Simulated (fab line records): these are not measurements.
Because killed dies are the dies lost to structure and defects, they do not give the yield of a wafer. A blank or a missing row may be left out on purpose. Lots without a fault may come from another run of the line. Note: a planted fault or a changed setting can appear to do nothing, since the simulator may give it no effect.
Matching of chambers | flow n5-finfet | N5_FIN_SAQP_SPACER2_ALD_28 on ald-sin-03: 4 sister chambers
The step deposits SiO2, target thk 8.1 nm, pulse time 1 s, purge time 2 s. 18 wafers are shown with their chamber, then 9 later ones without.

WAFERS, EACH WITH ITS CHAMBER
wafer  | chamber | heater-power-w (W) | precursor-pulse-height-rel
L074.2 | 1       | 419                | 1.013
L074.3 | 2       | 480                | 0.993
L074.4 | 0       | 502                | 1.021
L075.1 | 0       | 505                | 1.014
L075.5 | 1       | 420                | 1.021
L075.6 | 2       | 487                | 0.990
L076.3 | 0       | 503                | 1.005
L076.4 | 1       | 426                | 0.991
L076.6 | 2       | 488                | 1.010
L082.1 | 0       | 494                | 0.978
L082.3 | 3       | 516                | 1.001
L082.5 | 0       | 507                | 0.981
L083.1 | 0       | 523                | 1.020
L083.3 | 3       | 505                | 1.002
L083.5 | 0       | 518                | 0.994
L087.1 | 0       | 485                | 0.993
L087.4 | 1       | 421                | 0.981
L087.5 | 3       | 495                | 1.030

SIGNATURES (averages over the wafers above)
reading                    | chamber 0 | chamber 1 | chamber 2 | chamber 3 | scatter within a chamber
heater-power-w             | 504.62    | 421.50    | 485.00    | 505.33    | 9.7
precursor-pulse-height-rel | 1.00075   | 1.00150   | 0.99767   | 1.01100   | 0.0165
Rule: for a wafer and a chamber, the distance is found by dividing, reading by reading, the gap between the wafer's reading and the chamber's mean by the reading's scatter, squaring, summing and taking the root. The wafer belongs to the nearest chamber; if the next one is less than 2 further off, it can't be placed. How the scatter is found: for the shown wafers, subtract from each reading the mean of its chamber, square and add these, divide the total by (wafers less chambers), then take the root.

WAFERS MISSING THEIR CHAMBER
wafer  | heater-power-w (W) | precursor-pulse-height-rel
L090.3 | 431                | 0.979
L090.5 | 491                | 1.022
L090.6 | 435                | 0.987
L093.2 | 508                | 1.015
L093.4 | 499                | 1.030
L093.5 | 497                | 1.019
L096.1 | 500                | 1.030
L096.2 | 437                | 1.021
L096.3 | 487                | 0.995

WHICH CHAMBER EACH WENT THROUGH
wafer  | from the rows above          | in truth
L090.3 | 1                            | 1
L090.5 | can't be placed: 2 or 3 or 0 | 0
L090.6 | 1                            | 1
L093.2 | can't be placed: 3 or 0      | 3
L093.4 | can't be placed: 3 or 0 or 2 | 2
L093.5 | can't be placed: 3 or 0 or 2 | 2
L096.1 | can't be placed: 3 or 0 or 2 | 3
L096.2 | 1                            | 1
L096.3 | can't be placed: 2 or 0 or 3 | 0
Correctly placed: 3 of 9. Not placeable from these rows: 6 (in 6, the candidates include the true chamber). Number placed wrongly: 0.
